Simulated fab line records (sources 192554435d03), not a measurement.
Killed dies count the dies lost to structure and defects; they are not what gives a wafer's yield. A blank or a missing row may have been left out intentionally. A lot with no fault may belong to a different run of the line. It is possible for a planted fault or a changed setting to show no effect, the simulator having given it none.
One fault through the eyes of 2 desks + flow n5-finfet + what lay behind the numbers comes last; until then each desk has only its own

== AT THE METROLOGY DESK ==
What the gauges read, lot by lot, whatever tool the lot ran on: means of the sampled wafers that have a number. A lot is out of limits, marked OUT, if its mean lies more than 4 standard deviations from the usual mean; the brackets give that distance. Readings shown: 7 of its 11, picked as those furthest out on some lot.
Columns: A = DIBL_N at N5_BEOL_M4_RC_MEAS_101, usual 36.4 mV/V; B = IOFF_P at N5_BEOL_M4_RC_MEAS_101, usual 0.21 nA/um; C = ION_N at N5_BEOL_M4_RC_MEAS_101, usual 677 uA/um; D = ION_P at N5_BEOL_M4_RC_MEAS_101, usual 464 uA/um; E = SS_P at N5_BEOL_M4_RC_MEAS_101, usual 73.3 mV/dec; F = VT_N at N5_BEOL_M4_RC_MEAS_101, usual 250 mV; G = VT_P at N5_BEOL_M4_RC_MEAS_101, usual -251 mV
| lot  | first seen here | A    | B    | C   | D   | E    | F   | G    |
|------|-----------------|------|------|-----|-----|------|-----|------|
| L532 | day 4 20:13     | 40.0 | 0.31 | 702 | 482 | 74.5 | 245 | -245 |
| L534 | day 5 04:50     | 37.0 | 0.30 | 689 | 482 | 73.2 | 245 | -241 |
| L537 | day 6 04:57     | 32.5 | 0.15 | 663 | 458 | 72.9 | 257 | -255 |
| L538 | day 6 11:00     | 34.0 | 0.18 | 674 | 465 | 71.8 | 251 | -252 |
| L542 | day 7 07:42     | 36.0 | 0.25 | 685 | 475 | 73.1 | 248 | -247 |
| L544 | day 7 22:56     | 38.9 | 0.25 | 679 | 465 | 74.1 | 250 | -250 |
| L551 | day 9 12:56     | 34.9 | 0.17 | 664 | 459 | 72.3 | 253 | -254 |
| L552 | day 9 23:14     | 37.0 | 0.23 | 688 | 469 | 73.6 | 246 | -251 |
| L554 | day 10 05:04    | 31.1 | 0.11 | 656 | 446 | 71.4 | 258 | -261 |
This desk's verdict: no lot among the 9 shows anything out of limits.

== TOOL OWNER'S DESK, rie-diel-02 ==
The tool's own readings at N5_GATE_CUT_ETCH_28 (etches underlayer in N2/H2, target depth 13 nm, time 10.4 s): means of the sampled wafers that have a number, for each lot that ran on this tool. A lot is out of limits, marked OUT, if its mean lies more than 4 standard deviations from the usual mean; the brackets give that distance.
Columns: A = drypump-motor-current-A at N5_GATE_CUT_ETCH_28, usual 5.9 A; B = etch-rf-on-time-s at N5_GATE_CUT_ETCH_28, usual 10.5 s; C = oes-product-au at N5_GATE_CUT_ETCH_28, usual 0.65 a.u.; D = rf-vpp-V at N5_GATE_CUT_ETCH_28, usual 524.3 V; E = showerhead-plenum-p-Torr at N5_GATE_CUT_ETCH_28, usual 2.56 Torr; F = throttle-valve-pct at N5_GATE_CUT_ETCH_28, usual 17.86 %
| lot  | first seen here | A   | B              | C    | D     | E    | F     |
|------|-----------------|-----|----------------|------|-------|------|-------|
| L532 | day 4 20:20     | 5.8 | 10.6           | 0.65 | 524.1 | 2.54 | 17.63 |
| L537 | day 6 05:16     | 5.6 | 10.8           | 0.60 | 526.0 | 2.62 | 17.76 |
| L538 | day 6 11:08     | 6.1 | 10.7           | 0.60 | 523.8 | 2.56 | 17.86 |
| L542 | day 7 08:00     | 5.9 | 8.0 (-6.9) OUT | 0.81 | 524.0 | 2.61 | 17.70 |
| L544 | day 7 23:07     | 5.8 | 8.2 (-6.5) OUT | 0.71 | 524.5 | 2.54 | 17.83 |
This desk's verdict: out of limits on L542, L544, starting with L542 at day 7 08:00 (etch-rf-on-time-s at N5_GATE_CUT_ETCH_28). L532, L537, L538 stayed within limits.

== PUT TOGETHER ==
The tool owner's desk could have raised an alarm at day 7 08:00, on L542, L544.
At the metrology desk, nothing out of limits was observed.
The metrology desk has L542, L544 on record, within its limits.
Of the lots named, all ran N5_GATE_CUT_ETCH_28 on rie-diel-02.

== WHAT THE SIMULATOR HAD PUT IN ==
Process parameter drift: rie-diel-02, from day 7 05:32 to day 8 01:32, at N5_GATE_CUT_ETCH_28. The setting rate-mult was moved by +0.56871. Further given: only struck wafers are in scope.
Struck lots among those shown: L542, L544.
Time in hours from fault onset to the first out-of-limits reading at each desk: the tool owner's desk, 2.
